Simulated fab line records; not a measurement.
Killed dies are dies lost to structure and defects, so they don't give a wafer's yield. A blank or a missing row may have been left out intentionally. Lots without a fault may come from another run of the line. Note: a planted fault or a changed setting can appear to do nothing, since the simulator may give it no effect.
What tool caused it? || flow n5-finfet || 12 lots, 36 wafers sampled, at 3 steps of a route of 1938

WHAT THE GAUGES READ, wafer by wafer
N5_BEOL_M13_CD_MEAS_10 targets a cd of 190 nm.
{"lot": "L077", "measured": "day 11 10:04", "on": "cd-sem-03", "cd-nm (nm)": "190.8 188.7 191.4"}
{"lot": "L078", "measured": "day 11 18:25", "on": "cd-sem-02", "cd-nm (nm)": "190.6 190.8 188.6"}
{"lot": "L081", "measured": "day 12 01:46", "on": "cd-sem-03", "cd-nm (nm)": "188.7 190.5 190.7"}
{"lot": "L080", "measured": "day 12 13:41", "on": "cd-sem-02", "cd-nm (nm)": "188.5 187.4 188.6"}
{"lot": "L083", "measured": "day 13 06:24", "on": "cd-sem-03", "cd-nm (nm)": "188.4 188.1 187.9"}
{"lot": "L088", "measured": "day 14 03:55", "on": "cd-sem-01", "cd-nm (nm)": "189.5 186.8 189.7"}
{"lot": "L086", "measured": "day 14 10:57", "on": "cd-sem-03", "cd-nm (nm)": "190.9 189.6 191.4"}
{"lot": "L089", "measured": "day 15 04:22", "on": "cd-sem-02", "cd-nm (nm)": "189.5 187.5 186.6"}
{"lot": "L092", "measured": "day 15 04:45", "on": "cd-sem-02", "cd-nm (nm)": "185.0 188.8 187.3"}
{"lot": "L093", "measured": "day 15 16:05", "on": "cd-sem-03", "cd-nm (nm)": "190.4 188.7 190.6"}
{"lot": "L095", "measured": "day 16 12:34", "on": "cd-sem-03", "cd-nm (nm)": "188.2 189.9 190.1"}
{"lot": "L096", "measured": "day 16 14:04", "on": "cd-sem-03", "cd-nm (nm)": "188.7 188.2 189.9"}

WHICH TOOL RAN EACH LOT (tool, then ch and the chambers of the sampled wafers, then the start)
{"lot": "L077", "N5_BEOL_M12_ETCH_38": "rie-diel-02 ch 1,3, day 11 07:55", "N5_BEOL_M12_SPUTTER_43": "pvd-sputter-03, day 11 08:23"}
{"lot": "L078", "N5_BEOL_M12_ETCH_38": "rie-diel-04 ch 1,2, day 11 13:42", "N5_BEOL_M12_SPUTTER_43": "pvd-sputter-02, day 11 14:15"}
{"lot": "L081", "N5_BEOL_M12_ETCH_38": "rie-diel-02 ch 1,3, day 11 23:41", "N5_BEOL_M12_SPUTTER_43": "pvd-sputter-03, day 11 23:58"}
{"lot": "L080", "N5_BEOL_M12_ETCH_38": "rie-diel-06 ch 0,3, day 12 11:25", "N5_BEOL_M12_SPUTTER_43": "pvd-sputter-01, day 12 12:02"}
{"lot": "L083", "N5_BEOL_M12_ETCH_38": "rie-diel-02 ch 0,1,3, day 13 03:59", "N5_BEOL_M12_SPUTTER_43": "pvd-sputter-03, day 13 04:27"}
{"lot": "L088", "N5_BEOL_M12_ETCH_38": "rie-diel-06 ch 1,2, day 14 01:46", "N5_BEOL_M12_SPUTTER_43": "pvd-sputter-03, day 14 02:16"}
{"lot": "L086", "N5_BEOL_M12_ETCH_38": "rie-diel-02 ch 0,3, day 14 08:32", "N5_BEOL_M12_SPUTTER_43": "pvd-sputter-01, day 14 09:08"}
{"lot": "L089", "N5_BEOL_M12_ETCH_38": "rie-diel-02 ch 0,2,3, day 15 02:01", "N5_BEOL_M12_SPUTTER_43": "pvd-sputter-01, day 15 02:37"}
{"lot": "L092", "N5_BEOL_M12_ETCH_38": "rie-diel-04 ch 0,1,3, day 15 02:17", "N5_BEOL_M12_SPUTTER_43": "pvd-sputter-02, day 15 02:47"}
{"lot": "L093", "N5_BEOL_M12_ETCH_38": "rie-diel-02 ch 0,1, day 15 13:50", "N5_BEOL_M12_SPUTTER_43": "pvd-sputter-01, day 15 14:26"}
{"lot": "L095", "N5_BEOL_M12_ETCH_38": "rie-diel-02 ch 0,3, day 16 10:00", "N5_BEOL_M12_SPUTTER_43": "pvd-sputter-03, day 16 10:47"}
{"lot": "L096", "N5_BEOL_M12_ETCH_38": "rie-diel-04 ch 2,3, day 16 11:15", "N5_BEOL_M12_SPUTTER_43": "pvd-sputter-02, day 16 11:46"}
- N5_BEOL_M12_ETCH_38: etches SiCN in CF4/N2, target depth 68.7 nm, time 73.4 s.
- N5_BEOL_M12_SPUTTER_43: material TaN, target thk 15 nm, time 24.19 s.

THE ANSWER, worked out from the rows above alone
Rule: the usual values come from the lots themselves. Put in order of their means at a reading, lots are off if they are a third of the lots or fewer, leave a main group of 4 or more, and stand apart from it by a gap of 3 or more times the standard deviation of the main group's means; of several such gaps the widest counts. Not used: any main group whose means are identical at the precision the tables above print for the reading. A lot without any number at a reading at which 4 lots or more have one is off too. The other lots that the step has rows for count as sound.
None of the lots is off at any reading shown; this tells nothing.

WHAT THE SIMULATOR PUT IN
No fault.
